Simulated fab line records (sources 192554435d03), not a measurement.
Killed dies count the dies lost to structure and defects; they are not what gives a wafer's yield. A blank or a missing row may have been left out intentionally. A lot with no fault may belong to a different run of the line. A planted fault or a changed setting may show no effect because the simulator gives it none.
fab line records	flow n5-finfet
[record] lots = 10	wafers = 30	last-day = 19
route steps=1938 shown WELL_APT@50 FIN_SAQP@96
lots that met no fault: taken from a fault-free run of the same line
start-h: hours from the record's opening day to when the first of the lot's shown wafers began	wait-h: time in hours since the lot's previous step	" identical to the entry in the row above	L1.1+2: a row that stands for several wafers	- either no value or no given start	* or withheld: withheld	< > ~ a bound
route shown NAME@n: names a module that has steps shown in the file, with the first one's number in the route	usual: average and standard deviation across the fault-free wafers	same: alike in all rows	chamber/n: place in a boat	sites: each site's reading	_std_site: how widely they spread, as a standard deviation	_edge_site: outer sites' mean less inner sites'	radius-mm: how far each site lies from the wafer's centre	mask NAME#n: copy n	behind: the tool/chamber that last shaped the wafer	hold: what put the lot on hold/how long, in hours/how the hold closed	device: whichever transistor did not switch (one of n, p or np)	end of line: tests run on the same wafers once the route is complete	for a step that has no rows: nothing shown but its recipe	killed: not the wafer's yield, but the dies lost to structure and defects at the first sort	map: a wafer's dies, x killed, . not, _ none there
set.NAME: the run value of the setting; set.NAME@STEP: its run value at that earlier step	model.NAME: the simulator's own value behind a step, which no gauge read
one table for each step of the route and one row for each wafer, over a sample of lots
services: the hour from which a tool's chamber was out of use, counted from the record's first day as start-h (under 0 if before that day), plus the number of hours and why
[[steps]]
[step N5_WELL_APT_RTA_34]
[recipe] temp-c = 1000	time-s = 10	ambient = N2	idle-temp-c = 600	ramp-up-c-per-s = 150	ramp-down-c-per-s = 60	cool-to-c = 600
[usual] lamp-power-pct = 13.00/0.06	wafer_temp_C_max = 1003.5/1.1
lot.wafer	tool	chamber	start-h	wait-h	lamp-power-pct	wafer_temp_C_max
L823.2	rtp-anneal-02	0	16.96	0.0	13.01	1002.4
L823.3	"	0	"	"	12.92	1002.9
L823.6	"	0	"	"	13.00	1004.1
L825.1	rtp-anneal-01	0	27.90	0.0	12.94	1003.7
L825.4	"	0	"	"	13.06	1005.1
L825.5	"	0	"	"	13.05	1001.4
L826.3	rtp-anneal-02	0	33.73	0.1	12.94	1003.8
L826.5	"	0	"	"	12.97	1002.7
L826.6	"	0	"	"	13.03	1003.2
L831.4	rtp-anneal-01	0	64.19	0.2	13.13	1002.9
L831.5	"	0	"	"	13.00	1003.0
L831.6	"	0	"	"	13.03	1004.5
L833.1	rtp-anneal-02	0	75.87	0.0	13.02	1003.9
L833.4	"	0	"	"	12.93	1003.2
L833.6	"	0	"	"	12.94	1003.6
L834.2	rtp-anneal-01	0	81.85	0.0	13.03	1003.0
L834.3	"	0	"	"	12.99	1002.3
L834.6	"	0	"	"	13.01	1002.6
L836.1	rtp-anneal-01	0	93.83	0.0	12.92	1002.2
L836.2	"	0	"	"	13.06	1004.1
L836.6	"	0	"	"	12.92	1003.4
L837.2	rtp-anneal-02	0	99.75	0.0	12.91	1006.5
L837.5	"	0	"	"	12.98	1003.6
L837.6	"	0	"	"	13.01	1003.7
L840.3	rtp-anneal-02	0	118.00	0.1	12.99	1003.0
L840.4	"	0	"	"	13.08	1002.8
L840.6	"	0	"	"	13.13	1002.9
L843.1	rtp-anneal-01	0	135.94	0.3	13.04	1003.1
L843.2	"	0	"	"	13.01	1002.6
L843.3	"	0	"	"	12.95	1004.5
[step N5_FIN_SAQP_HM_DEP_03]
[recipe] material = SiNx	target-thk-a = 380	temp-c = 400	precursor = SiH4/NH3/N2	pressure-torr = 1.5	rf-w = 300	time-s = 33.6
[usual] heater-power-w = 711/65	showerhead-plenum-p-Torr = 5.16/0.053	throttle-valve-pct = 40.0/1.5
lot.wafer	tool	chamber	start-h	wait-h	heater-power-w	showerhead-plenum-p-Torr	throttle-valve-pct
L823.2	pecvd-04	2	23.06	0.2	733	5.18	38.3
L823.3	"	1	"	"	792	5.23	41.6
L823.6	"	0	"	"	648	5.04	40.1
L825.1	pecvd-03	1	32.49	0.2	656	5.17	39.6
L825.4	"	1	"	"	670	5.19	39.9
L825.5	"	1	"	"	660	5.18	39.6
L826.3	pecvd-04	0	39.23	0.1	730	5.04	40.0
L826.5	"	0	"	"	699	5.03	39.8
L826.6	"	1	"	"	734	5.23	41.6
L831.4	pecvd-01	2	69.23	0.1	655	5.22	38.9
L831.5	"	1	"	"	662	5.12	41.1
L831.6	"	2	"	"	666	5.22	39.0
L833.1	pecvd-01	1	80.79	0.2	728	5.14	41.1
L833.4	"	2	"	"	704	5.23	38.8
L833.6	"	2	"	"	670	5.22	38.7
L834.2	pecvd-01	1	86.89	0.2	711	5.13	40.6
L834.3	"	2	"	"	631	5.22	38.9
L834.6	"	2	"	"	652	5.20	38.8
L836.1	pecvd-01	2	98.92	0.2	630	5.21	38.8
L836.2	"	1	"	"	648	5.13	41.1
L836.6	"	2	"	"	616	5.22	38.9
L837.2	pecvd-03	1	105.78	0.2	694	5.20	39.4
L837.5	"	0	"	"	795	5.19	42.4
L837.6	"	1	"	"	728	5.18	39.6
L840.3	pecvd-03	0	124.24	0.1	890	5.19	42.9
L840.4	"	2	"	"	708	5.17	39.8
L840.6	"	1	"	"	732	5.18	39.5
L843.1	pecvd-03	2	141.51	0.2	703	5.17	39.9
L843.2	"	1	"	"	697	5.17	39.8
L843.3	"	0	"	"	737	5.20	42.9
[step N5_FIN_SAQP_THK_MEAS_05]
[usual] thk-nm = 38.2/0.52
lot.wafer	tool	chamber	start-h	wait-h	thk-nm
L823.2	film-metro-02	-	23.15	0.1	37.8
L823.3	"	-	"	"	38.1
L823.6	"	-	"	"	38.1
L825.1	film-metro-02	-	32.61	0.1	38.3
L825.4	"	-	"	"	39.4
L825.5	"	-	"	"	39.0
L826.3	film-metro-01	-	39.32	0.1	37.1
L826.5	"	-	"	"	37.9
L826.6	"	-	"	"	37.5
L831.4	film-metro-01	-	69.32	0.1	38.8
L831.5	"	-	"	"	38.7
L831.6	"	-	"	"	38.4
L833.1	film-metro-02	-	80.91	0.1	38.3
L833.4	"	-	"	"	38.5
L833.6	"	-	"	"	39.2
L834.2	film-metro-01	-	87.01	0.1	37.4
L834.3	"	-	"	"	38.0
L834.6	"	-	"	"	37.9
L836.1	film-metro-02	-	99.04	0.1	38.1
L836.2	"	-	"	"	37.8
L836.6	"	-	"	"	38.4
L837.2	film-metro-01	-	105.89	0.1	38.6
L837.5	"	-	"	"	38.3
L837.6	"	-	"	"	38.6
L840.3	film-metro-01	-	124.33	0.1	37.5
L840.4	"	-	"	"	38.3
L840.6	"	-	"	"	40.7
L843.1	film-metro-02	-	141.59	0.1	37.8
L843.2	"	-	"	"	40.5
L843.3	"	-	"	"	37.9
[step N5_FIN_SAQP_HM_DEP_72]
[recipe] material = SiO2	target-thk-a = 120	temp-c = 400	precursor = SiH4/N2O	pressure-torr = 0.75	rf-w = 275	time-s = 7.2
[usual] heater-power-w = 725/73	showerhead-plenum-p-Torr = 8.21/0.11
lot.wafer	tool	chamber	start-h	wait-h	heater-power-w	showerhead-plenum-p-Torr
L823.2	pecvd-03	1	23.46	0.0	762	8.23
L823.3	"	0	"	"	809	8.25
L823.6	"	1	"	"	746	8.23
L825.1	pecvd-04	1	32.92	0.0	724	8.30
L825.4	"	2	"	"	665	8.22
L825.5	"	0	"	"	721	7.96
L826.3	pecvd-01	1	39.59	0.1	734	8.13
L826.5	"	2	"	"	630	8.30
L826.6	"	1	"	"	740	8.14
L831.4	pecvd-01	1	69.65	0.1	707	8.14
L831.5	"	1	"	"	711	8.14
L831.6	"	2	"	"	575	8.32
L833.1	pecvd-04	0	81.23	0.0	623	7.93
L833.4	"	2	"	"	692	8.21
L833.6	"	1	"	"	762	8.31
L834.2	pecvd-03	1	87.25	0.0	668	8.22
L834.3	"	1	"	"	656	8.24
L834.6	"	1	"	"	649	8.23
L836.1	pecvd-04	1	99.35	0.0	819	8.29
L836.2	"	0	"	"	732	7.94
L836.6	"	1	"	"	787	8.30
L837.2	pecvd-03	1	106.21	0.0	642	8.22
L837.5	"	0	"	"	843	8.27
L837.6	"	1	"	"	657	8.24
L840.3	pecvd-04	0	124.65	0.0	705	7.93
L840.4	"	0	"	"	701	7.94
L840.6	"	2	"	"	666	8.24
L843.1	pecvd-04	2	141.84	0.0	758	8.22
L843.2	"	1	"	"	677	8.31
L843.3	"	0	"	"	643	7.94
[step N5_FIN_SAQP_OVL_MEAS_17]
[recipe] points-per-wafer = 44
[usual] FIN_CORE_OVL = 0.5/0.81
lot.wafer	tool	chamber	start-h	wait-h	FIN_CORE_OVL[nm]
L823.2	overlay-01	0	23.97	0.0	-0.9
L823.3	"	0	"	"	-0.8
L823.6	"	0	"	"	-0.5
L825.1	overlay-01	0	33.41	0.0	-0.9
L825.4	"	0	"	"	0.2
L825.5	"	0	"	"	0.0
L826.3	overlay-01	0	40.07	0.0	1.0
L826.5	"	0	"	"	0.3
L826.6	"	0	"	"	0.5
L831.4	overlay-01	0	70.02	0.0	0.5
L831.5	"	0	"	"	0.4
L831.6	"	0	"	"	1.1
L833.1	overlay-01	0	81.59	0.0	1.3
L833.4	"	0	"	"	1.1
L833.6	"	0	"	"	1.0
L834.2	overlay-02	0	87.76	0.0	0.4
L834.3	"	0	"	"	0.1
L834.6	"	0	"	"	-0.6
L836.1	overlay-02	0	99.71	0.0	1.2
L836.2	"	0	"	"	1.6
L836.6	"	0	"	"	2.0
L837.2	overlay-01	0	107.46	0.0	0.6
L837.5	"	0	"	"	1.1
L837.6	"	0	"	"	-0.1
L840.3	overlay-02	0	125.02	0.0	-0.1
L840.4	"	0	"	"	-0.3
L840.6	"	0	"	"	-0.1
L843.1	overlay-01	0	142.33	0.0	0.2
L843.2	"	0	"	"	0.0
L843.3	"	0	"	"	0.4
[step N5_FIN_SAQP_HM_OPEN_33]
[recipe] chemistry = CH3F/O2	target = SiNx	mask-material = SiO2	target-depth-a = 494	time-s = 70.6	pressure-mtorr = 30	source-w = 395	bias-w = 73	Ar_flow_sccm = 150	CH3F_flow_sccm = 30	O2_flow_sccm = 20	ion-energy-ev = 120	ends = cleared
[usual] drypump-motor-current-A = 5.70/0.27	etch-rf-on-time-s = 69.9/1.6	oes-product-au = 0.68/0.085	rf-vpp-V = 298/5.8	showerhead-plenum-p-Torr = 2.03/0.069	throttle-valve-pct = 16.32/0.25
lot.wafer	tool	chamber	start-h	wait-h	drypump-motor-current-A	etch-rf-on-time-s	oes-product-au	rf-hours-counter-h	rf-vpp-V	showerhead-plenum-p-Torr	throttle-valve-pct
L823.2	rie-diel-05	2	27.62	0.0	6.16	68.6	0.80	13	293	2.04	16.34
L823.3	"	3	"	"	5.90	70.6	0.61	200	290	2.00	16.58
L823.6	"	0	"	"	5.54	69.7	0.72	-	300	2.03	15.93
L825.1	rie-diel-04	0	38.73	0.6	5.44	71.6	0.61	179	303	2.00	16.26
L825.4	"	1	"	"	5.98	73.9	0.58	-	297	2.05	16.58
L825.5	"	2	"	"	5.48	71.9	0.62	-	296	1.91	16.72
L826.3	rie-diel-04	0	44.88	0.1	5.49	69.4	0.61	-	302	2.00	16.27
L826.5	"	2	"	"	5.47	69.6	0.61	-	295	1.91	16.72
L826.6	"	0	"	"	5.42	69.9	0.60	-	302	2.00	16.27
L831.4	rie-diel-05	2	74.92	0.1	6.14	69.6	0.77	32	295	2.03	16.37
L831.5	"	1	"	"	5.80	70.8	0.58	-	297	2.05	16.23
L831.6	"	2	"	"	6.13	68.5	0.77	-	293	2.03	16.38
L833.1	rie-diel-04	0	86.33	0.0	5.47	70.1	0.60	198	302	1.99	16.30
L833.4	"	2	"	"	5.47	70.2	0.61	187	294	1.91	16.76
L833.6	"	0	"	"	5.49	72.7	0.59	-	301	1.99	16.31
L834.2	rie-diel-04	3	95.30	0.1	6.03	66.3	0.80	14	310	2.14	16.24
L834.3	"	1	"	"	6.05	72.1	0.57	234	298	2.04	16.62
L834.6	"	3	"	"	6.03	67.6	0.80	-	310	2.14	16.24
L836.1	rie-diel-04	0	105.30	0.0	5.47	71.9	0.59	204	301	1.99	16.30
L836.2	"	1	"	"	6.05	71.0	0.57	238	297	2.04	16.60
L836.6	"	2	"	"	5.47	70.9	0.59	-	294	1.91	16.75
L837.2	rie-diel-06	3	113.05	0.0	5.26	69.4	0.60	230	292	2.07	16.28
L837.5	"	1	"	"	5.60	68.8	0.75	-	303	1.96	16.07
L837.6	"	2	"	"	5.74	69.5	0.79	-	310	2.15	15.96
L840.3	rie-diel-05	3	129.91	0.1	5.95	70.8	0.58	235	290	1.99	16.65
L840.4	"	2	"	"	6.15	70.7	0.73	-	293	2.03	16.43
L840.6	"	0	"	"	5.59	75.3	0.68	-	296	2.01	15.99
L843.1	rie-diel-05	2	146.29	0.0	6.13	68.1	0.74	60	294	2.02	16.43
L843.2	"	3	"	"	5.89	75.1	0.58	242	291	1.99	16.65
L843.3	"	0	"	"	5.55	68.3	0.68	103	297	2.01	16.00
[[services]]
tool	chamber	start-h	hours	kind
pecvd-01	-	-1.01	1.0	repair
pecvd-01	-	0.01	5.5	pm
pecvd-03	2	8.20	16.5	scheduled-down
rie-diel-06	0	10.03	3.8	repair
rie-diel-05	0	11.61	10.1	repair
rie-diel-06	-	19.24	2.8	pm
rie-diel-05	1	25.53	12.9	repair
pecvd-03	0	30.39	5.3	repair
rie-diel-05	2	33.92	5.1	repair
rie-diel-05	3	34.05	15.0	repair
rie-diel-04	3	38.73	-	clean
rie-diel-04	1	43.45	2.5	repair
rie-diel-04	-	48.49	0.8	repair
pecvd-04	0	49.43	5.7	repair
rie-diel-05	1	51.58	5.4	repair
pecvd-03	2	53.43	59.9	repair
pecvd-04	-	66.74	2.8	pm
rie-diel-05	3	87.35	1.4	repair
pecvd-01	2	108.94	-	clean
pecvd-01	2	108.94	-	consumable-replace:showerhead
pecvd-01	2	108.94	29.0	scheduled-down
pecvd-01	2	108.94	29.0	vent-cycle
pecvd-01	0	113.98	2.1	scheduled-down
rie-diel-04	0	120.85	5.2	repair
[[key]]
[first-sign] step = N5_FIN_SAQP_THK_MEAS_05	reading = thk-nm	direction = up	sigmas = 4.6	usual = *	struck = *
[effect] step = N5_FIN_SAQP_HM_OPEN_33	reading = etch-rf-on-time-s	direction = up	sigmas = 3.3	usual = *	struck = *
met-at N5_FIN_SAQP_HM_DEP_03
struck-lots L840,L843
struck-wafers L840.6,L843.2
tester-left-out L840,L843
not-acting-at N5_WELL_APT_RTA_34,N5_FIN_SAQP_HM_DEP_72,N5_FIN_SAQP_OVL_MEAS_17
onset-between 105.78 124.24
[fault] kind = process-parameter-drift	tool = pecvd-03	chamber = 1	onset-h = 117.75	steps = N5_FIN_SAQP_HM_DEP_03	channel = time-s	offset = *	shape = step	end-h = 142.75	acts-in = *	stated = *
// tester-left-out: of these lots the tester's yield and bins aren't shown, on N5 and GAA mostly nor the transistor test; their killed dies are dies lost to structure and defects alone, not to doping, threshold or leakage, so they don't give the yield
